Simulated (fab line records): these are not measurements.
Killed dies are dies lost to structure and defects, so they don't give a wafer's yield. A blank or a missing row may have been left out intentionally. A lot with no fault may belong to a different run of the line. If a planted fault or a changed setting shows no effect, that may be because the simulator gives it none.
fab line records	flow n5Finfet
record: lots: 24	wafers: 72	lastDay: 17
route steps=1938 shown GATE_CUT@488
lots that met no fault: from a run of the same line without faults
startH: the number of hours between the record's first day and the start of the first shown wafer of the lot	waitH: how many hours have passed since the lot's step before this one	" same as the row above	L1.1+2: a single row standing in for several wafers	- no value present, or no start provided	* or withheld: withheld	< > ~ a bound
route shown NAME@n: NAME is a module with steps in the file, n the number in the route of the first one	usual: mean and standard deviation over wafers with no fault	same: alike in all rows	chamber/n: place in a boat	sites: readings site by site	_std_site: standard deviation across them	_edge_site: the outer-site mean with the inner-site mean subtracted	radiusMm: for every site, how far away it sits from the centre of the wafer	mask NAME#n: copy n	behind: tool/chamber where the wafer was last shaped	hold: why the lot went on hold/how many hours it stayed there/how the hold came to an end	device: names the non-switching transistor (n, p or np)	end of line: the same wafers' tests at the end of the route	a step with no rows: only its recipe	killed: dies that structure and defects cost at the first sort, which is not the same as the wafer's yield	map: shows each die of a wafer: x if killed, . if not, _ if none is there
set.NAME: the setting the step ran with; set.NAME@STEP: the setting that earlier step ran with	model.NAME: the simulator's own value behind a step, which no gauge read
steps of the route over a sample of lots; a table a step, a row a wafer
services: from which hour (startH, from the record's first day; less than 0 if before it) a tool's chamber was out of use, for how many hours, and why
== steps ==
step: N5_GATE_CUT_OVL_MEAS_14
recipe: pointsPerWafer: 522
usual: GATE_CUT_OVL: 0.8/0.63
lot.wafer	tool	chamber	startH	waitH	GATE_CUT_OVL[nm]
L074.1	overlay-02	0	90.28	0.0	1.9
L074.3	"	0	"	"	2.4
L074.6	"	0	"	"	1.0
L075.1	overlay-02	0	91.06	0.1	0.6
L075.3	"	0	"	"	1.3
L075.4	"	0	"	"	0.3
L076.1	overlay-01	0	97.56	0.0	0.3
L076.4	"	0	"	"	0.7
L076.6	"	0	"	"	0.9
L078.2	overlay-01	0	109.08	0.0	0.5
L078.3	"	0	"	"	-0.5
L078.6	"	0	"	"	0.2
L077.2	overlay-02	0	111.40	0.0	2.3
L077.5	"	0	"	"	1.0
L077.6	"	0	"	"	1.1
L079.3	overlay-02	0	118.34	0.0	0.1
L079.5	"	0	"	"	1.0
L079.6	"	0	"	"	0.0
L080.2	overlay-02	0	121.59	0.0	0.3
L080.3	"	0	"	"	0.5
L080.4	"	0	"	"	0.8
L081.3	overlay-02	0	127.85	0.0	1.2
L081.4	"	0	"	"	1.9
L081.5	"	0	"	"	1.2
L082.2	overlay-02	0	131.05	0.0	0.7
L082.4	"	0	"	"	0.1
L082.5	"	0	"	"	0.4
L083.1	overlay-01	0	136.44	0.0	1.5
L083.2	"	0	"	"	1.2
L083.4	"	0	"	"	0.9
L084.1	overlay-01	0	146.08	0.0	1.6
L084.2	"	0	"	"	0.4
L084.3	"	0	"	"	0.4
L085.1	overlay-02	0	152.69	0.0	0.4
L085.3	"	0	"	"	0.5
L085.4	"	0	"	"	0.1
L086.1	overlay-02	0	159.52	0.0	0.9
L086.2	"	0	"	"	1.1
L086.4	"	0	"	"	0.8
L087.2	overlay-01	0	162.48	0.0	1.3
L087.4	"	0	"	"	1.0
L087.6	"	0	"	"	1.8
L088.1	overlay-01	0	169.71	0.0	1.1
L088.3	"	0	"	"	1.7
L088.4	"	0	"	"	1.1
L089.1	overlay-01	0	172.04	0.0	1.8
L089.3	"	0	"	"	0.5
L089.6	"	0	"	"	1.3
L090.2	overlay-01	0	183.28	0.0	1.4
L090.4	"	0	"	"	0.3
L090.5	"	0	"	"	0.6
L091.1	overlay-02	0	188.72	0.0	-0.4
L091.4	"	0	"	"	-0.4
L091.6	"	0	"	"	-0.5
L092.1	overlay-01	0	198.15	0.0	1.0
L092.4	"	0	"	"	0.5
L092.5	"	0	"	"	0.9
L093.3	overlay-01	0	204.98	0.0	0.9
L093.4	"	0	"	"	1.2
L093.5	"	0	"	"	1.1
L094.1	overlay-01	0	207.56	0.0	0.6
L094.2	"	0	"	"	-0.3
L094.5	"	0	"	"	1.2
L095.2	overlay-02	0	217.29	0.0	1.6
L095.3	"	0	"	"	1.1
L095.4	"	0	"	"	1.3
L096.1	overlay-02	0	219.47	0.0	1.0
L096.4	"	0	"	"	0.7
L096.5	"	0	"	"	0.2
L097.2	overlay-01	0	223.33	0.0	0.0
L097.3	"	0	"	"	0.2
L097.4	"	0	"	"	0.4
step: N5_GATE_CUT_STRIP_42
recipe: chemistry: O2	powerW: 400	tempC: 40	pressureMtorr: 30	rfFrequencyHz: 6e+07	biasPowerW: 0	overashFraction: 0.3	o2FlowSccm: 225
usual: drypumpMotorCurrentA: 5.8/0.41	oesProductAu: 0.77/0.065	rfVppV: 3.7/0.52	showerheadPlenumPTorr: 2.09/0.051	throttleValvePct: 16.74/0.28
lot.wafer	tool	chamber	startH	waitH	drypumpMotorCurrentA	oesProductAu	rfHoursCounterH	rfVppV	showerheadPlenumPTorr	throttleValvePct
L074.1	rieDiel-01	2	90.84	0.0	5.9	0.81	126	3.0	2.12	16.74
L074.3	"	0	"	"	6.3	0.68	241	3.6	2.06	16.71
L074.6	"	3	"	"	6.2	0.80	-	3.1	2.04	16.63
L075.1	rieDiel-06	3	92.30	0.0	5.2	0.74	177	3.8	2.17	16.83
L075.3	"	2	"	"	6.2	0.74	163	3.4	2.10	17.03
L075.4	"	0	"	"	5.6	0.71	226	3.3	2.09	17.22
L076.1	rieDiel-06	0	97.89	0.0	5.6	0.71	227	3.0	2.09	17.22
L076.4	"	1	"	"	5.5	0.76	137	3.2	2.11	16.29
L076.6	"	2	"	"	6.2	0.75	-	2.7	2.10	17.04
L078.2	rieDiel-01	3	109.83	0.0	6.2	0.78	119	4.2	2.04	16.65
L078.3	"	0	"	"	6.3	0.68	250	3.5	2.06	16.72
L078.6	"	2	"	"	5.8	0.81	-	3.8	2.12	16.77
L077.2	rieDiel-01	3	111.73	0.0	6.2	0.79	120	3.9	2.04	16.65
L077.5	"	2	"	"	5.9	0.80	-	3.8	2.12	16.75
L077.6	"	3	"	"	6.2	0.78	-	3.5	2.04	16.66
L079.3	rieDiel-01	3	118.67	0.0	6.2	0.77	122	4.6	2.04	16.66
L079.5	"	1	"	"	5.4	0.77	-	3.9	1.99	16.38
L079.6	"	2	"	"	5.9	0.80	-	4.0	2.12	16.77
L080.2	rieDiel-06	1	121.92	0.0	5.5	0.76	145	3.8	2.11	16.32
L080.3	"	2	"	"	6.2	0.74	172	4.6	2.10	17.06
L080.4	"	3	"	"	5.3	0.74	186	3.3	2.17	16.88
L081.3	rieDiel-06	3	128.18	0.0	5.2	0.75	189	3.3	2.17	16.87
L081.4	"	0	"	"	5.6	0.70	237	3.2	2.09	17.22
L081.5	"	2	"	"	6.2	0.74	-	4.4	2.10	17.05
L082.2	rieDiel-02	3	131.39	0.0	6.3	0.86	53	4.2	2.12	16.59
L082.4	"	0	"	"	5.0	0.91	-	4.4	2.05	16.50
L082.5	"	3	"	"	6.3	0.86	-	4.6	2.12	16.58
L083.1	rieDiel-01	1	136.78	0.0	5.5	0.77	150	4.1	1.99	16.40
L083.2	"	3	"	"	6.2	0.78	131	3.8	2.04	16.66
L083.4	"	3	"	"	6.2	0.78	-	3.1	2.04	16.68
L084.1	rieDiel-06	3	146.42	0.0	5.2	0.74	194	4.0	2.16	16.86
L084.2	"	0	"	"	5.6	0.70	244	2.6	2.08	17.26
L084.3	"	1	"	"	5.5	0.75	153	3.4	2.10	16.33
L085.1	rieDiel-01	2	153.02	0.0	5.9	0.79	149	3.3	2.12	16.78
L085.3	"	3	"	"	6.2	0.77	138	4.0	2.03	16.69
L085.4	"	3	"	"	6.2	0.77	-	3.3	2.03	16.68
L086.1	rieDiel-06	3	160.56	0.0	5.2	0.73	198	4.6	2.16	16.88
L086.2	"	1	"	"	5.5	0.75	157	3.6	2.10	16.33
L086.4	"	2	"	"	6.2	0.73	185	3.6	2.09	17.08
L087.2	rieDiel-02	0	162.81	0.0	5.0	0.88	40	4.1	2.04	16.52
L087.4	"	1	"	"	5.8	0.70	235	3.4	2.05	17.12
L087.6	"	0	"	"	5.0	0.88	-	3.9	2.04	16.53
L088.1	rieDiel-06	0	170.18	0.0	5.6	0.69	250	3.5	2.08	17.24
L088.3	"	2	"	"	6.2	0.73	187	3.0	2.09	17.08
L088.4	"	1	"	"	5.5	0.74	159	3.6	2.10	16.33
L089.1	rieDiel-06	3	172.77	0.0	5.3	0.73	202	3.9	2.16	16.88
L089.3	"	1	"	"	5.5	0.74	160	3.5	2.10	16.35
L089.6	"	3	"	"	5.2	0.72	-	3.5	2.16	16.89
L090.2	rieDiel-02	3	183.61	0.0	6.3	0.84	74	3.5	2.11	16.63
L090.4	"	1	"	"	5.8	0.70	242	3.9	2.04	17.14
L090.5	"	1	"	"	5.8	0.69	-	3.7	2.04	17.11
L091.1	rieDiel-02	0	189.06	0.0	5.0	0.87	49	3.6	2.04	16.52
L091.4	"	3	"	"	6.3	0.84	75	4.1	2.11	16.64
L091.6	"	2	"	"	6.0	0.72	-	4.5	2.16	16.88
L092.1	rieDiel-01	1	198.48	0.0	5.5	0.74	175	4.2	1.98	16.45
L092.4	"	0	"	"	6.4	0.96	9	2.9	2.06	16.27
L092.5	"	3	"	"	6.2	0.75	-	3.2	2.03	16.72
L093.3	rieDiel-02	1	205.34	0.0	5.8	0.68	249	3.9	2.04	17.14
L093.4	"	0	"	"	5.0	0.85	53	3.7	2.04	16.55
L093.5	"	2	"	"	6.0	0.71	-	4.4	2.16	16.89
L094.1	rieDiel-06	3	207.91	0.0	5.2	0.71	211	4.6	2.16	16.90
L094.2	"	1	"	"	5.5	0.73	170	2.8	2.10	16.35
L094.5	"	0	"	"	5.6	0.95	-	4.6	2.08	16.76
L095.2	rieDiel-06	0	217.63	0.0	5.6	0.95	5	3.1	2.08	16.79
L095.3	"	3	"	"	5.2	0.72	214	4.1	2.16	16.92
L095.4	"	1	"	"	5.5	0.73	172	4.6	2.10	16.35
L096.1	rieDiel-02	3	220.41	0.0	6.3	0.84	86	3.0	2.11	16.66
L096.4	"	3	"	"	6.3	0.83	-	4.2	2.11	16.66
L096.5	"	0	"	"	5.0	0.85	-	4.1	2.03	16.57
L097.2	rieDiel-01	2	223.66	0.0	5.9	0.77	172	3.8	2.11	16.85
L097.3	"	1	"	"	5.4	0.75	183	4.2	1.98	16.45
L097.4	"	3	"	"	6.2	0.74	162	3.9	2.02	16.73
step: N5_GATE_CUT_ETCH_19
recipe: chemistry: CH3F/O2	target: SiNx	maskMaterial: SiO2	targetDepthA: 537	timeS: 76.7	pressureMtorr: 30	sourceW: 395	biasW: 73	Ar_flow_sccm: 150	CH3F_flow_sccm: 30	O2_flow_sccm: 20	ionEnergyEv: 120	ends: cleared
usual: drypumpMotorCurrentA: 5.8/0.41	etchRfOnTimeS: 76.6/1.2	oesProductAu: 0.65/0.055	rfVppV: 298/4.9	showerheadPlenumPTorr: 1.99/0.047	throttleValvePct: 16.42/0.3
lot.wafer	tool	chamber	startH	waitH	drypumpMotorCurrentA	etchRfOnTimeS	oesProductAu	rfHoursCounterH	rfVppV	showerheadPlenumPTorr	throttleValvePct
L074.1	rieDiel-01	2	90.88	0.0	5.9	75.7	0.69	126	299	2.01	16.34
L074.3	"	0	"	"	6.3	75.2	0.59	241	297	1.97	16.36
L074.6	"	3	"	"	6.2	75.4	0.69	-	308	1.94	16.28
L075.1	rieDiel-06	3	92.34	0.0	5.2	76.5	0.64	177	294	2.09	16.59
L075.3	"	2	"	"	6.2	76.3	0.63	163	296	2.01	16.73
L075.4	"	0	"	"	5.6	77.3	0.60	226	295	1.99	16.84
L076.1	rieDiel-06	0	97.93	0.0	5.6	77.0	0.60	227	295	1.99	16.87
L076.4	"	1	"	"	5.5	76.9	0.65	137	304	1.99	15.87
L076.6	"	2	"	"	6.2	76.1	0.63	-	297	2.01	16.72
L078.2	rieDiel-01	3	109.87	0.0	6.2	77.1	0.67	119	306	1.94	16.28
L078.3	"	0	"	"	6.4	76.3	0.58	250	297	1.96	16.39
L078.6	"	2	"	"	5.9	77.7	0.68	-	298	2.01	16.36
L077.2	rieDiel-01	3	111.77	0.0	6.2	76.6	0.68	120	309	1.94	16.29
L077.5	"	2	"	"	5.8	77.1	0.69	-	300	2.01	16.35
L077.6	"	3	"	"	6.2	76.0	0.68	-	307	1.94	16.28
L079.3	rieDiel-01	3	118.71	0.0	6.2	75.9	0.68	122	307	1.94	16.28
L079.5	"	1	"	"	5.5	76.2	0.66	-	289	1.93	16.23
L079.6	"	2	"	"	5.8	75.9	0.69	-	298	2.01	16.38
L080.2	rieDiel-06	1	121.96	0.0	5.5	76.9	0.64	145	302	1.99	15.88
L080.3	"	2	"	"	6.2	75.1	0.63	172	298	2.01	16.76
L080.4	"	3	"	"	5.2	75.4	0.64	186	295	2.08	16.63
L081.3	rieDiel-06	3	128.22	0.0	5.2	75.4	0.64	189	294	2.08	16.63
L081.4	"	0	"	"	5.7	75.6	0.60	237	297	1.99	16.87
L081.5	"	2	"	"	6.2	74.7	0.64	-	297	2.00	16.75
L082.2	rieDiel-02	3	131.43	0.0	6.3	75.1	0.74	53	305	2.03	16.32
L082.4	"	0	"	"	5.0	76.2	0.76	-	301	1.95	16.19
L082.5	"	3	"	"	6.3	75.3	0.74	-	306	2.03	16.31
L083.1	rieDiel-01	1	136.82	0.0	5.4	77.2	0.65	150	290	1.93	16.23
L083.2	"	3	"	"	6.2	76.2	0.67	131	307	1.94	16.31
L083.4	"	3	"	"	6.2	76.5	0.66	-	308	1.94	16.30
L084.1	rieDiel-06	3	146.46	0.0	5.2	76.7	0.62	194	294	2.08	16.63
L084.2	"	0	"	"	5.6	77.9	0.58	244	297	1.98	16.89
L084.3	"	1	"	"	5.5	77.4	0.63	153	303	1.98	15.89
L085.1	rieDiel-01	2	153.06	0.0	5.8	75.5	0.67	149	298	2.00	16.39
L085.3	"	3	"	"	6.2	75.8	0.66	138	308	1.93	16.32
L085.4	"	3	"	"	6.2	75.9	0.67	-	308	1.93	16.33
L086.1	rieDiel-06	3	160.60	0.0	5.3	76.1	0.63	198	293	2.08	16.64
L086.2	"	1	"	"	5.5	76.8	0.63	157	303	1.98	15.90
L086.4	"	2	"	"	6.2	76.0	0.61	185	297	2.00	16.77
L087.2	rieDiel-02	0	162.85	0.0	5.0	76.5	0.74	40	300	1.95	16.21
L087.4	"	1	"	"	5.8	79.5	0.59	235	298	1.96	16.86
L087.6	"	0	"	"	5.0	76.5	0.74	-	300	1.95	16.19
L088.1	rieDiel-06	0	170.22	0.0	5.7	77.2	0.58	250	295	1.98	16.89
L088.3	"	2	"	"	6.2	75.3	0.62	187	299	2.00	16.76
L088.4	"	1	"	"	5.5	77.2	0.63	159	303	1.98	15.91
L089.1	rieDiel-06	3	172.81	0.0	5.2	76.6	0.62	202	293	2.08	16.67
L089.3	"	1	"	"	5.5	76.4	0.64	160	304	1.98	15.92
L089.6	"	3	"	"	5.2	76.3	0.62	-	293	2.08	16.65
L090.2	rieDiel-02	3	183.65	0.0	6.3	75.4	0.72	74	304	2.02	16.35
L090.4	"	1	"	"	5.8	78.1	0.59	242	298	1.96	16.87
L090.5	"	1	"	"	5.8	78.4	0.58	-	297	1.96	16.85
L091.1	rieDiel-02	0	189.10	0.0	5.0	76.5	0.73	49	300	1.95	16.22
L091.4	"	3	"	"	6.3	75.3	0.71	75	302	2.02	16.35
L091.6	"	2	"	"	6.0	80.1	0.60	-	298	2.06	16.55
L092.1	rieDiel-01	1	198.52	0.0	5.5	77.6	0.63	175	288	1.92	16.27
L092.4	"	0	"	"	6.4	74.8	0.82	9	297	1.96	15.91
L092.5	"	3	"	"	6.2	76.6	0.65	-	307	1.93	16.33
L093.3	rieDiel-02	1	205.38	0.0	5.8	78.9	0.58	249	297	1.96	16.89
L093.4	"	0	"	"	5.0	76.5	0.73	53	300	1.95	16.24
L093.5	"	2	"	"	6.0	79.1	0.61	-	296	2.06	16.58
L094.1	rieDiel-06	3	207.95	0.0	5.2	77.3	0.62	211	294	2.07	16.67
L094.2	"	1	"	"	5.5	77.6	0.62	170	304	1.98	15.93
L094.5	"	0	"	"	5.6	75.8	0.81	-	296	1.98	16.41
L095.2	rieDiel-06	0	217.67	0.0	5.6	75.6	0.81	5	296	1.98	16.40
L095.3	"	3	"	"	5.2	76.6	0.62	214	294	2.07	16.66
L095.4	"	1	"	"	5.5	77.2	0.62	172	303	1.98	15.92
L096.1	rieDiel-02	3	220.45	0.0	6.3	74.7	0.70	86	304	2.02	16.36
L096.4	"	3	"	"	6.3	73.9	0.71	-	303	2.02	16.38
L096.5	"	0	"	"	5.0	75.8	0.71	-	301	1.94	16.24
L097.2	rieDiel-01	2	223.70	0.0	5.9	78.0	0.65	172	299	2.00	16.43
L097.3	"	1	"	"	5.5	78.1	0.62	183	289	1.92	16.29
L097.4	"	3	"	"	6.2	77.3	0.64	162	308	1.93	16.34
step: N5_GATE_CUT_ALD_22
recipe: material: SiNx	targetThkA: 160	tempC: 400	aldPrecursorFamily: SiH2I2	aldCoReactant: N2/H2-plasma	pulseTimeS: 1	aldCycles: 320	purgeTimeS: 2	coReactantPurgeTimeS: 2	pressureTorr: 2
usual: heaterPowerW: 852/78	precursorPulseHeightRel: 1.000/0.022
lot.wafer	tool	chamber	startH	waitH	heaterPowerW	precursorPulseHeightRel
L074.1	aldSin-02	2	91.84	0.4	931	0.996
L074.3	"	0	"	"	760	0.970
L074.6	"	2	"	"	947	1.006
L075.1	aldSin-02	1	93.45	0.6	835	1.010
L075.3	"	0	"	"	727	0.969
L075.4	"	3	"	"	864	0.995
L076.1	aldSin-02	2	98.49	0.0	939	0.992
L076.4	"	0	"	"	760	0.995
L076.6	"	2	"	"	923	0.992
L078.2	aldSin-02	0	110.42	0.0	744	1.016
L078.3	"	2	"	"	916	0.990
L078.6	"	3	"	"	889	1.019
L077.2	aldSin-01	1	112.33	0.0	908	0.996
L077.5	"	0	"	"	932	1.005
L077.6	"	3	"	"	894	1.003
L079.3	aldSin-01	3	119.26	0.0	915	0.994
L079.5	"	3	"	"	911	0.973
L079.6	"	1	"	"	916	1.033
L080.2	aldSin-02	0	122.61	0.0	747	0.979
L080.3	"	1	"	"	828	0.997
L080.4	"	3	"	"	866	1.014
L081.3	aldSin-01	0	128.77	0.0	926	1.028
L081.4	"	3	"	"	904	0.967
L081.5	"	1	"	"	882	1.015
L082.2	aldSin-02	1	131.98	0.0	810	0.985
L082.4	"	3	"	"	874	1.004
L082.5	"	0	"	"	746	1.024
L083.1	aldSin-01	0	137.37	0.0	907	0.988
L083.2	"	1	"	"	907	1.000
L083.4	"	2	"	"	737	0.974
L084.1	aldSin-01	2	147.43	0.4	731	1.028
L084.2	"	1	"	"	901	0.964
L084.3	"	0	"	"	906	1.059
L085.1	aldSin-01	3	153.62	0.0	929	1.022
L085.3	"	0	"	"	951	0.990
L085.4	"	1	"	"	910	0.996
L086.1	aldSin-01	1	161.15	0.0	899	1.009
L086.2	"	0	"	"	916	1.041
L086.4	"	3	"	"	931	0.989
L087.2	aldSin-02	1	163.41	0.0	799	1.039
L087.4	"	0	"	"	749	0.997
L087.6	"	3	"	"	909	0.984
L088.1	aldSin-02	1	170.77	0.0	799	1.002
L088.3	"	3	"	"	881	1.002
L088.4	"	2	"	"	962	1.019
L089.1	aldSin-03	3	173.37	0.0	869	0.991
L089.3	"	0	"	"	710	0.986
L089.6	"	3	"	"	900	1.014
L090.2	aldSin-01	3	185.68	1.5	889	0.970
L090.4	"	1	"	"	921	1.005
L090.5	"	1	"	"	905	1.017
L091.1	aldSin-01	0	189.65	0.0	933	0.995
L091.4	"	3	"	"	900	0.977
L091.6	"	3	"	"	912	1.007
L092.1	aldSin-01	0	199.85	0.7	928	1.011
L092.4	"	2	"	"	746	0.990
L092.5	"	0	"	"	904	0.991
L093.3	aldSin-03	2	205.96	0.0	858	0.960
L093.4	"	3	"	"	896	1.002
L093.5	"	0	"	"	696	1.028
L094.1	aldSin-03	0	208.55	0.0	698	0.991
L094.2	"	3	"	"	894	1.025
L094.5	"	1	"	"	778	1.010
L095.2	aldSin-03	3	218.53	0.3	896	0.993
L095.3	"	2	"	"	861	1.002
L095.4	"	1	"	"	784	0.996
L096.1	aldSin-02	0	221.08	0.1	759	0.978
L096.4	"	1	"	"	822	0.979
L096.5	"	0	"	"	758	0.987
L097.2	aldSin-03	0	224.26	0.0	695	0.998
L097.3	"	2	"	"	844	1.011
L097.4	"	1	"	"	811	0.996
step: N5_GATE_CUT_THK_MEAS_24
recipe: reads: SiO2_of_GATE_CUT_HM_DEP_46+SiO2_flowable_of_ILD0_FCVD_FILL_01
usual: GC_FILL_THK: 219.5/2.2
lot.wafer	tool	chamber	startH	waitH	GC_FILL_THK[nm]
L074.1	filmMetro-01	-	93.62	-	218.8
L074.3	"	-	"	"	219.5
L074.6	"	-	"	"	219.6
L075.1	filmMetro-02	-	95.24	-	214.5
L075.3	"	-	"	"	216.7
L075.4	"	-	"	"	217.4
L076.1	filmMetro-01	-	100.28	-	215.4
L076.4	"	-	"	"	217.8
L076.6	"	-	"	"	215.2
L078.2	filmMetro-01	-	112.20	-	217.4
L078.3	"	-	"	"	215.9
L078.6	"	-	"	"	224.2
L077.2	filmMetro-02	-	114.12	-	218.8
L077.5	"	-	"	"	220.7
L077.6	"	-	"	"	219.4
L079.3	filmMetro-02	-	121.04	-	220.0
L079.5	"	-	"	"	222.2
L079.6	"	-	"	"	218.3
L080.2	filmMetro-02	-	124.39	-	220.8
L080.3	"	-	"	"	219.4
L080.4	"	-	"	"	218.8
L081.3	filmMetro-02	-	130.56	-	218.0
L081.4	"	-	"	"	221.0
L081.5	"	-	"	"	218.0
L082.2	filmMetro-02	-	133.76	-	217.2
L082.4	"	-	"	"	221.0
L082.5	"	-	"	"	221.5
L083.1	filmMetro-01	-	139.16	-	218.4
L083.2	"	-	"	"	219.7
L083.4	"	-	"	"	220.0
L084.1	filmMetro-02	-	149.22	-	219.2
L084.2	"	-	"	"	218.6
L084.3	"	-	"	"	218.4
L085.1	filmMetro-01	-	155.40	-	217.8
L085.3	"	-	"	"	219.2
L085.4	"	-	"	"	222.5
L086.1	filmMetro-02	-	162.94	-	215.6
L086.2	"	-	"	"	217.3
L086.4	"	-	"	"	219.4
L087.2	filmMetro-01	-	165.20	-	217.2
L087.4	"	-	"	"	220.2
L087.6	"	-	"	"	218.8
L088.1	filmMetro-01	-	172.56	-	222.9
L088.3	"	-	"	"	220.4
L088.4	"	-	"	"	220.2
L089.1	filmMetro-01	-	175.15	-	217.1
L089.3	"	-	"	"	218.5
L089.6	"	-	"	"	221.3
L090.2	filmMetro-02	-	187.46	-	217.8
L090.4	"	-	"	"	219.1
L090.5	"	-	"	"	220.6
L091.1	filmMetro-02	-	191.44	-	222.7
L091.4	"	-	"	"	224.2
L091.6	"	-	"	"	225.3
L092.1	filmMetro-01	-	201.63	-	220.8
L092.4	"	-	"	"	222.4
L092.5	"	-	"	"	224.5
L093.3	filmMetro-01	-	207.75	-	218.8
L093.4	"	-	"	"	219.4
L093.5	"	-	"	"	219.5
L094.1	filmMetro-01	-	210.33	-	221.1
L094.2	"	-	"	"	221.4
L094.5	"	-	"	"	219.3
L095.2	filmMetro-02	-	220.32	-	216.3
L095.3	"	-	"	"	218.4
L095.4	"	-	"	"	219.8
L096.1	filmMetro-01	-	222.87	-	223.1
L096.4	"	-	"	"	221.8
L096.5	"	-	"	"	221.8
L097.2	filmMetro-02	-	226.35	-	218.6
L097.3	"	-	"	"	221.6
L097.4	"	-	"	"	219.0
step: N5_GATE_CUT_CMP_43
recipe: material: SiO2	postCmpClean: rinseOnly
usual: motorCurrentA: 12.5/1.3	slurryFilterDpKPa: 13.51/0.13
lot.wafer	tool	chamber	startH	waitH	motorCurrentA	slurryFilterDpKPa
L074.3	cmp-03	2	93.71	0.1	12.7	13.74
L074.1	"	1	"	"	13.4	13.28
L074.6	"	2	"	"	12.7	13.61
L075.1	cmp-03	3	95.27	0.0	15.1	13.65
L075.3	"	0	"	"	11.3	13.49
L075.4	"	1	"	"	13.4	13.37
L076.1	cmp-04	3	100.31	0.0	13.7	13.37
L076.4	"	1	"	"	11.9	13.39
L076.6	"	3	"	"	14.3	13.58
L078.3	cmp-03	1	112.31	0.1	13.6	13.46
L078.2	"	2	"	"	13.5	13.63
L078.6	"	1	"	"	13.7	13.54
L077.2	cmp-02	3	114.31	0.2	11.2	13.70
L077.5	"	1	"	"	12.9	13.32
L077.6	"	2	"	"	12.8	13.48
L079.3	cmp-03	0	121.15	0.1	10.8	13.36
L079.6	"	3	"	"	14.6	13.68
L079.5	"	0	"	"	10.8	13.58
L080.4	cmp-04	1	124.50	0.1	12.6	13.61
L080.2	"	2	"	"	10.9	13.57
L080.3	"	3	"	"	13.5	13.41
L081.3	cmp-04	3	130.59	0.0	13.5	13.45
L081.4	"	1	"	"	12.1	13.74
L081.5	"	3	"	"	13.8	13.41
L082.2	cmp-03	1	133.79	0.0	13.8	13.38
L082.4	"	3	"	"	14.4	13.50
L082.5	"	2	"	"	12.2	13.62
L083.2	cmp-03	2	139.19	0.0	12.3	13.91
L083.1	"	3	"	"	14.2	13.57
L083.4	"	1	"	"	12.8	13.50
L084.1	cmp-02	1	149.25	0.0	12.6	13.37
L084.3	"	3	"	"	11.6	13.66
L084.2	"	0	"	"	11.4	13.51
L085.1	cmp-04	1	155.43	0.0	12.0	13.62
L085.4	"	2	"	"	10.1	13.54
L085.3	"	0	"	"	12.3	13.45
L086.4	cmp-02	1	162.97	0.0	12.3	13.64
L086.2	"	2	"	"	12.8	13.29
L086.1	"	0	"	"	10.7	13.81
L087.2	cmp-02	2	165.23	0.0	13.2	13.43
L087.4	"	3	"	"	11.3	13.40
L087.6	"	2	"	"	12.9	13.41
L088.1	cmp-04	1	172.59	0.0	12.2	13.45
L088.3	"	2	"	"	10.6	13.41
L088.4	"	0	"	"	12.0	13.54
L089.3	cmp-03	0	175.26	0.1	10.6	13.47
L089.1	"	1	"	"	13.7	13.48
L089.6	"	0	"	"	11.2	13.78
L090.2	cmp-04	0	187.49	0.0	11.8	13.49
L090.4	"	1	"	"	12.3	13.44
L090.5	"	0	"	"	11.9	13.62
L091.4	cmp-04	2	191.47	0.0	11.0	13.46
L091.1	"	1	"	"	11.8	13.52
L091.6	"	3	"	"	14.6	13.45
L092.4	cmp-03	2	201.66	0.0	12.9	13.58
L092.1	"	3	"	"	15.1	13.23
L092.5	"	3	"	"	14.6	13.63
L093.3	cmp-02	3	207.86	0.1	11.2	13.68
L093.4	"	0	"	"	11.0	13.90
L093.5	"	2	"	"	13.7	13.35
L094.2	cmp-02	2	210.44	0.1	12.6	13.60
L094.1	"	3	"	"	11.0	13.43
L094.5	"	2	"	"	13.0	13.28
L095.2	cmp-04	2	220.43	0.1	10.7	13.87
L095.4	"	3	"	"	14.1	13.44
L095.3	"	0	"	"	12.1	13.63
L096.1	cmp-03	1	222.90	0.0	13.2	13.37
L096.4	"	0	"	"	11.2	13.53
L096.5	"	2	"	"	12.8	13.33
L097.4	cmp-02	1	226.59	0.2	13.3	13.41
L097.3	"	2	"	"	13.1	13.68
L097.2	"	3	"	"	11.4	13.48
== services ==
tool	chamber	startH	hours	kind
aldSin-01	2	70.48	2.3	repair
cmp-02	-	71.33	4.0	pm
aldSin-01	-	85.47	14.0	pm
cmp-02	-	87.39	4.7	pm
cmp-04	-	91.78	4.1	repair
rieDiel-01	2	92.69	10.4	repair
cmp-03	-	96.33	6.2	repair
rieDiel-02	-	97.54	0.5	repair
aldSin-01	2	103.09	21.5	repair
aldSin-02	-	111.88	6.1	pm
rieDiel-02	-	113.36	0.2	repair
rieDiel-01	0	117.13	8.1	repair
cmp-04	-	119.22	1.5	repair
rieDiel-02	1	122.10	29.3	repair
rieDiel-06	3	134.11	4.1	repair
cmp-03	-	149.63	0.7	repair
cmp-02	-	151.78	0.3	repair
cmp-03	-	161.96	4.0	pm
cmp-03	-	168.83	0.2	repair
aldSin-01	2	169.33	3.1	repair
rieDiel-06	-	176.96	1.2	repair
rieDiel-06	2	204.70	3.3	repair
cmp-03	-	223.88	5.6	pm
cmp-04	-	225.29	3.4	repair
== key ==
fault none
